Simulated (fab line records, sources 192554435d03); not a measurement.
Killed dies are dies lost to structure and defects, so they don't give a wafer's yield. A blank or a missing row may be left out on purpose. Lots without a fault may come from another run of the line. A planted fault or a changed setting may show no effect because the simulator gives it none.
Split-lot experiment | flow n5_finfet | 7 lots, 21 wafers read, on a route of 1938 steps

THE SPLIT
At N5_SDB_COAT_03 (time 60 s, resist thk 100 nm), the setting spin_rpm was moved away from the recipe's 1500 rpm on 5 of the 21 wafers read, by -8.1% to -5.0%. The other wafers ran this setting at the recipe's value.

FROM THE SPLIT TO THE READING: what the file shows between them, 4 steps
- N5_SDB_COAT_04: time 60 s, resist thk 18 nm
- N5_SDB_COAT_05: resist thk 90 nm
- N5_SDB_DESCUM_16: chemistry O2, time 7.9 s
- N5_SDB_ETCH_17: etches SiARC in CF4, target depth 23.4 nm, time 39 s

THE READING
etch.depth_nm (the simulator's own value, which no gauge read), in nm, at N5_SDB_ETCH_18 (etches SOC in N2/H2, target depth 100 nm, overetch 20 nm, time 150 s). The file gives no usual value for it. The 16 wafers here that ran the recipe average 100.13 nm, standard deviation 0.27 nm.

wafer  | tool, chamber at the split | spin_rpm as run, rpm | against the recipe | etch.depth_nm, nm | against lot-mates on the recipe
L076.1 | litho_track-03, 0          | 1500                 | recipe             | 100               | -
L076.5 | litho_track-03, 0          | 1500                 | recipe             | 100               | -
L076.6 | litho_track-03, 0          | 1500                 | recipe             | 99.89             | -
L080.4 | litho_track-02, 0          | 1378                 | -8.1%              | 104.7             | +4.60
L080.5 | litho_track-02, 0          | 1500                 | recipe             | 100.1             | -
L080.6 | litho_track-02, 0          | 1378                 | -8.1%              | 104.6             | +4.50
L082.3 | litho_track-03, 0          | 1500                 | recipe             | 100.3             | -
L082.4 | litho_track-03, 0          | 1500                 | recipe             | 100.6             | -
L082.6 | litho_track-03, 0          | 1500                 | recipe             | 100.4             | -
L083.3 | litho_track-03, 0          | 1500                 | recipe             | 100.2             | -
L083.4 | litho_track-03, 0          | 1500                 | recipe             | 100.6             | -
L083.5 | litho_track-03, 0          | 1500                 | recipe             | 100.3             | -
L084.1 | litho_track-03, 0          | 1425                 | -5.0%              | 102.6             | +2.91
L084.3 | litho_track-03, 0          | 1425                 | -5.0%              | 102.4             | +2.71
L084.6 | litho_track-03, 0          | 1500                 | recipe             | 99.69             | -
L085.1 | litho_track-03, 0          | 1500                 | recipe             | 100.3             | -
L085.3 | litho_track-03, 0          | 1500                 | recipe             | 100.1             | -
L085.6 | litho_track-03, 0          | 1500                 | recipe             | 99.94             | -
L096.3 | litho_track-03, 0          | 1421                 | -5.3%              | 102.4             | +2.59
L096.5 | litho_track-03, 0          | 1500                 | recipe             | 99.67             | -
L096.6 | litho_track-03, 0          | 1500                 | recipe             | 99.94             | -

THE FIT
A straight line over all 21 wafers: etch.depth_nm changes by -0.523 nm for each +1% of spin_rpm; r = -0.98; the points scatter about the line by 0.3 nm.
The same after taking each lot's own level away (the mean of its wafers on the recipe; 21 wafers): -0.552 nm for each +1%; r = -1.00; scatter 0.14 nm.
On that fit, the largest move of spin_rpm shifts the reading by 4.5 nm.
The lots' own levels span 99.690 to 100.433 nm, that is 2.7 times the standard deviation above.
So the lot-to-lot level changes the slope little: the two slopes agree.
Check: with one of the wafers moved furthest among these (-8.1%) left out of the fit, the line predicts +4.43 nm for it against its lot-mates. It came out at +4.6 nm against them.

THE WHOLE CHAIN: every reading that the file lists as answering this split, in the file's order
step            | what it does                                                         | reading                                                                    | change (the file's fit)               | r (the file's)
N5_SDB_COAT_03  | time 60 s, resist thk 100 nm                                         | SOC_of_SDB_COAT_03.thk_nm (the simulator's own value, which no gauge read) | -0.538 nm for each +1% of the setting | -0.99
N5_SDB_ETCH_18  | etches SOC in N2/H2, target depth 100 nm, overetch 20 nm, time 150 s | etch.depth_nm (the simulator's own value, which no gauge read)             | -0.541 nm for each +1% of the setting | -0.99
N5_SDB_STRIP_22 | strips in N2/H2                                                      | strip_time_to_endpoint_s                                                   | withheld for each +1% of the setting  | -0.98

THE FILE'S OWN FIT
etch.depth_nm changes by -0.541 nm for each +1% of spin_rpm, r = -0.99.
